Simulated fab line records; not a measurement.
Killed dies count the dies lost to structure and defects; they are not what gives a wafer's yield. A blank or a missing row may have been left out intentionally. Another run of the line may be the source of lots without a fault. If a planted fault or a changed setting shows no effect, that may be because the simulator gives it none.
What tool caused it?	flow n5 finfet	Sampling: 24 lots, 72 wafers, 6 of 1938 route steps

== WHAT EACH GAUGE READ, for each wafer ==
N5_BEOL_M5_RS_MEAS_57: uses a four-point probe to measure. Usual: for M5_RS the level is 0.385 ohm/sq and the standard deviation is 0.01.
lot	measured	on	M5_RS (ohm/sq)	flag
L074	day 9 18:33	film metro-02	0.363 0.373 0.371	
L075	day 9 23:02	film metro-02	0.382 0.389 0.387	
L077	day 10 03:48	film metro-01	0.389 0.393 0.382	
L078	day 10 20:38	film metro-02	0.399 0.402 0.400	
L076	day 10 21:10	film metro-02	0.389 0.382 0.393	
L079	day 10 23:10	film metro-02	0.383 0.390 0.368	
L080	day 11 04:14	film metro-01	0.386 0.400 0.371	
L081	day 11 06:54	film metro-02	0.378 0.407 0.395	
L082	day 11 18:32	film metro-02	0.382 0.396 0.381	
L083	day 11 23:26	film metro-02	0.391 0.374 0.363	
L084	day 12 05:42	film metro-02	0.395 0.396 0.411	
L086	day 12 06:33	film metro-01	0.376 0.391 0.385	
L085	day 12 18:07	film metro-01	0.397 0.387 0.385	
L087	day 12 22:58	film metro-02	0.394 0.380 0.374	
L088	day 13 04:23	film metro-02	0.392 0.387 0.392	
L089	day 13 08:08	film metro-02	0.363 0.396 0.370	
L090	day 13 15:43	film metro-01	0.375 0.372 0.378	
L091	day 14 01:48	film metro-02	0.399 0.373 0.394	
L092	day 14 05:31	film metro-01	0.367 0.368 0.394	
L093	day 14 11:41	film metro-02	0.394 0.387 0.376	
L094	day 14 14:09	film metro-02	0.397 0.380 0.385	
L095	day 14 18:02	film metro-01	0.397 0.378 0.385	
L096	day 15 05:29	film metro-01	0.370 0.371 0.374	
L097	day 15 17:53	film metro-01	0.384 0.386 0.380	

== EACH LOT AND THE TOOL THAT RAN IT (in order: tool; ch and the chambers of the sampled wafers; start) ==
lot	N5_BEOL_M5_SPUTTER_81	N5_BEOL_M5_SPUTTER_83	N5_BEOL_M5_ANNEAL_89	N5_BEOL_M5_CO_CAP_78	N5_BEOL_M5_DEP_56
L074	pvd sputter-01, day 9 14:14	pvd sputter-01, day 9 15:19	pvd sputter-01, day 9 16:29	cvd co-01 ch 1,2, day 9 18:22	pecvd-01 ch 0,2, day 9 18:29
L075	pvd sputter-01, day 9 18:40	pvd sputter-01, day 9 19:45	pvd sputter-01, day 9 20:55	cvd co-02 ch 1,2, day 9 22:52	pecvd-01 ch 1,2, day 9 22:58
L077	pvd sputter-02, day 9 23:00	pvd sputter-02, day 10 00:05	pvd sputter-02, day 10 01:15	cvd co-01 ch 0,1,2, day 10 03:37	pecvd-03 ch 0,1,2, day 10 03:44
L078	pvd sputter-01, day 10 16:01	pvd sputter-01, day 10 17:07	pvd sputter-01, day 10 18:16	cvd co-02 ch 0,2, day 10 20:26	pecvd-03 ch 0,1, day 10 20:34
L076	pvd sputter-03, day 10 16:50	pvd sputter-03, day 10 17:55	pvd sputter-03, day 10 19:05	cvd co-01 ch 0,1,2, day 10 20:59	pecvd-02 ch 0,1,2, day 10 21:06
L079	pvd sputter-02, day 10 18:49	pvd sputter-02, day 10 19:54	pvd sputter-02, day 10 21:04	cvd co-02 ch 0,1, day 10 22:59	pecvd-03 ch 1,2, day 10 23:06
L080	pvd sputter-02, day 10 23:55	pvd sputter-02, day 11 01:00	pvd sputter-02, day 11 02:10	cvd co-01 ch 0,1, day 11 04:02	pecvd-01 ch 0,2, day 11 04:10
L081	pvd sputter-03, day 11 02:35	pvd sputter-03, day 11 03:40	pvd sputter-03, day 11 04:50	cvd co-01 ch 0,1,2, day 11 06:43	pecvd-03 ch 0,2, day 11 06:50
L082	pvd sputter-02, day 11 14:12	pvd sputter-02, day 11 15:17	pvd sputter-02, day 11 16:27	cvd co-02 ch 0,1,2, day 11 18:21	pecvd-01 ch 0,1, day 11 18:28
L083	pvd sputter-01, day 11 18:43	pvd sputter-01, day 11 19:48	pvd sputter-01, day 11 20:58	cvd co-01 ch 1,2, day 11 23:15	pecvd-02 ch 0,2, day 11 23:22
L084	pvd sputter-02, day 12 01:22	pvd sputter-02, day 12 02:27	pvd sputter-02, day 12 03:37	cvd co-01 ch 0,1, day 12 05:31	pecvd-01 ch 0,1,2, day 12 05:38
L086	pvd sputter-03, day 12 01:35	pvd sputter-03, day 12 02:41	pvd sputter-03, day 12 03:50	cvd co-02 ch 0,1,2, day 12 06:22	pecvd-03 ch 0,1,2, day 12 06:29
L085	pvd sputter-03, day 12 13:38	pvd sputter-03, day 12 14:44	pvd sputter-03, day 12 15:53	cvd co-01 ch 0,2, day 12 17:56	pecvd-02 ch 0,1, day 12 18:03
L087	pvd sputter-03, day 12 18:38	pvd sputter-03, day 12 19:43	pvd sputter-03, day 12 20:53	cvd co-02 ch 0,1,2, day 12 22:47	pecvd-02 ch 1,2, day 12 22:54
L088	pvd sputter-02, day 13 00:04	pvd sputter-02, day 13 01:09	pvd sputter-02, day 13 02:19	cvd co-01 ch 1,2, day 13 04:11	pecvd-02 ch 0,2, day 13 04:19
L089	pvd sputter-01, day 13 03:49	pvd sputter-01, day 13 04:55	pvd sputter-01, day 13 06:05	cvd co-01 ch 0,2, day 13 07:58	pecvd-01 ch 0,2, day 13 08:04
L090	pvd sputter-02, day 13 11:24	pvd sputter-02, day 13 12:29	pvd sputter-02, day 13 13:39	cvd co-01 ch 0,1,2, day 13 15:32	pecvd-01 ch 0,1,2, day 13 15:39
L091	pvd sputter-02, day 13 21:29	pvd sputter-02, day 13 22:34	pvd sputter-02, day 13 23:44	cvd co-01 ch 0,1,2, day 14 01:37	pecvd-01 ch 1,2, day 14 01:44
L092	pvd sputter-03, day 14 01:10	pvd sputter-03, day 14 02:16	pvd sputter-03, day 14 03:25	cvd co-02 ch 0,2, day 14 05:20	pecvd-03 ch 1,2, day 14 05:26
L093	pvd sputter-03, day 14 07:21	pvd sputter-03, day 14 08:26	pvd sputter-03, day 14 09:37	cvd co-01 ch 0,2, day 14 11:30	pecvd-02 ch 0,2, day 14 11:37
L094	pvd sputter-02, day 14 09:36	pvd sputter-02, day 14 10:41	pvd sputter-02, day 14 11:52	cvd co-01 ch 0,1, day 14 13:58	pecvd-01 ch 0,1,2, day 14 14:05
L095	pvd sputter-03, day 14 13:43	pvd sputter-03, day 14 14:49	pvd sputter-03, day 14 15:58	cvd co-01 ch 0,2, day 14 17:51	pecvd-01 ch 0,1, day 14 17:58
L096	pvd sputter-03, day 15 01:07	pvd sputter-03, day 15 02:12	pvd sputter-03, day 15 03:22	cvd co-02 ch 0,2, day 15 05:16	pecvd-01 ch 0,1, day 15 05:25
L097	pvd sputter-02, day 15 13:22	pvd sputter-02, day 15 14:26	pvd sputter-02, day 15 15:37	cvd co-02 ch 0,2, day 15 17:40	pecvd-01 ch 0,1,2, day 15 17:49
- N5_BEOL_M5_SPUTTER_81: material Cu, target thk 15 nm, time 27.62 s.
- N5_BEOL_M5_SPUTTER_83: material Cu, target thk 15 nm, time 27.62 s.
- N5_BEOL_M5_ANNEAL_89: time 1800 s.
- N5_BEOL_M5_CO_CAP_78: material Co, precursor CCTBA/H2, target thk 2 nm, time 102.1 s.
- N5_BEOL_M5_DEP_56: deposits SiCN from 3MS/NH3, target thk 8 nm, time 14 s.

== AS READ BY THE TOOLS THEMSELVES (means over the sampled wafers that have a number; for cases with no such wafer, the mark the record gives instead) ==
N5_BEOL_M5_SPUTTER_81. Usual: 30.2 % for throttle valve pct, sd 1.
lot	tool	throttle valve pct (%)	flag
L074	pvd sputter-01	30.7	
L075	pvd sputter-01	30.5	
L077	pvd sputter-02	29.5	
L078	pvd sputter-01	30.5	
L076	pvd sputter-03	31.2	
L079	pvd sputter-02	29.9	
L080	pvd sputter-02	29.4	
L081	pvd sputter-03	31.1	
L082	pvd sputter-02	29.6	
L083	pvd sputter-01	30.6	
L084	pvd sputter-02	29.6	
L086	pvd sputter-03	31.3	
L085	pvd sputter-03	29.7	
L087	pvd sputter-03	30.5	
L088	pvd sputter-02	29.3	
L089	pvd sputter-01	30.8	
L090	pvd sputter-02	29.6	
L091	pvd sputter-02	29.8	
L092	pvd sputter-03	30.4	
L093	pvd sputter-03	30.4	
L094	pvd sputter-02	29.5	
L095	pvd sputter-03	31.1	
L096	pvd sputter-03	30.2	
L097	pvd sputter-02	29.3	

N5_BEOL_M5_SPUTTER_83. Usual: 30.2 % for throttle valve pct, sd 1.
lot	tool	throttle valve pct (%)	flag
L074	pvd sputter-01	30.7	
L075	pvd sputter-01	30.3	
L077	pvd sputter-02	29.5	
L078	pvd sputter-01	30.5	
L076	pvd sputter-03	31.2	
L079	pvd sputter-02	29.9	
L080	pvd sputter-02	29.4	
L081	pvd sputter-03	31.2	
L082	pvd sputter-02	29.6	
L083	pvd sputter-01	30.6	
L084	pvd sputter-02	29.8	
L086	pvd sputter-03	31.1	
L085	pvd sputter-03	29.5	
L087	pvd sputter-03	30.5	
L088	pvd sputter-02	29.3	
L089	pvd sputter-01	30.5	
L090	pvd sputter-02	29.6	
L091	pvd sputter-02	29.9	
L092	pvd sputter-03	30.3	
L093	pvd sputter-03	30.4	
L094	pvd sputter-02	29.5	
L095	pvd sputter-03	31.1	
L096	pvd sputter-03	30.2	
L097	pvd sputter-02	29.4	

N5_BEOL_M5_ANNEAL_89. Usual: 813 W for heater power w, sd 37.
lot	tool	heater power w (W)	flag
L074	pvd sputter-01	778	
L075	pvd sputter-01	779	
L077	pvd sputter-02	810	
L078	pvd sputter-01	808	
L076	pvd sputter-03	805	
L079	pvd sputter-02	839	
L080	pvd sputter-02	823	
L081	pvd sputter-03	819	
L082	pvd sputter-02	840	
L083	pvd sputter-01	773	
L084	pvd sputter-02	837	
L086	pvd sputter-03	826	
L085	pvd sputter-03	817	
L087	pvd sputter-03	837	
L088	pvd sputter-02	781	
L089	pvd sputter-01	823	
L090	pvd sputter-02	833	
L091	pvd sputter-02	815	
L092	pvd sputter-03	819	
L093	pvd sputter-03	802	
L094	pvd sputter-02	810	
L095	pvd sputter-03	842	
L096	pvd sputter-03	825	
L097	pvd sputter-02	810	

N5_BEOL_M5_CO_CAP_78. Usual: 233 W for heater power w, sd 20.
lot	tool	heater power w (W)	flag
L074	cvd co-01	233	
L075	cvd co-02	250	
L077	cvd co-01	224	
L078	cvd co-02	226	
L076	cvd co-01	231	
L079	cvd co-02	229	
L080	cvd co-01	242	
L081	cvd co-01	232	
L082	cvd co-02	240	
L083	cvd co-01	234	
L084	cvd co-01	240	
L086	cvd co-02	238	
L085	cvd co-01	227	
L087	cvd co-02	239	
L088	cvd co-01	235	
L089	cvd co-01	214	
L090	cvd co-01	229	
L091	cvd co-01	233	
L092	cvd co-02	224	
L093	cvd co-01	225	
L094	cvd co-01	245	
L095	cvd co-01	223	
L096	cvd co-02	224	
L097	cvd co-02	226	

N5_BEOL_M5_DEP_56. Usual: showerhead plenum p Torr 3.671 Torr, standard deviation 0.014; showerhead vpp V 904 V, standard deviation 31; throttle valve pct 9.3 %, standard deviation 0.45.
lot	tool	showerhead plenum p Torr (Torr)	showerhead vpp V (V)	throttle valve pct (%)	flag
L074	pecvd-01	3.680	897	9.4	
L075	pecvd-01	3.682	922	9.6	
L077	pecvd-03	3.663	907	9.2	
L078	pecvd-03	3.664	917	9.3	
L076	pecvd-02	3.664	898	8.8	
L079	pecvd-03	3.660	889	9.1	
L080	pecvd-01	3.689	902	9.4	
L081	pecvd-03	3.666	885	9.0	
L082	pecvd-01	3.670	914	9.7	
L083	pecvd-02	3.662	900	8.7	
L084	pecvd-01	3.677	914	9.7	
L086	pecvd-03	3.665	903	9.1	
L085	pecvd-02	3.666	888	8.9	
L087	pecvd-02	3.667	866	8.9	
L088	pecvd-02	3.660	930	8.7	
L089	pecvd-01	3.688	899	9.4	
L090	pecvd-01	3.682	905	9.7	
L091	pecvd-01	3.674	920	10.0	
L092	pecvd-03	3.657	888	9.2	
L093	pecvd-02	3.661	909	8.9	
L094	pecvd-01	3.676	908	9.6	
L095	pecvd-01	3.673	883	9.7	
L096	pecvd-01	3.662	906	9.6	
L097	pecvd-01	3.680	908	9.8	

== THE ANSWER, worked out from the rows above alone ==
Rule: a lot counts as off when the mean over its wafers that have a number is more than 3 standard deviations away from the usual mean. Also off: a lot with no number at a reading for which 4 or more lots have one. All remaining lots with rows at the step are treated as sound. After the gauges, taken in route order, come the tools' own readings; for these a lot's mean is taken, as printed above. At the first step where some lot is off, the reading lying furthest off is the one used; lots without a number count as furthest.
No lot is off at any reading shown: from this, nothing can be told.

== WHAT WAS PUT IN BY THE SIMULATOR ==
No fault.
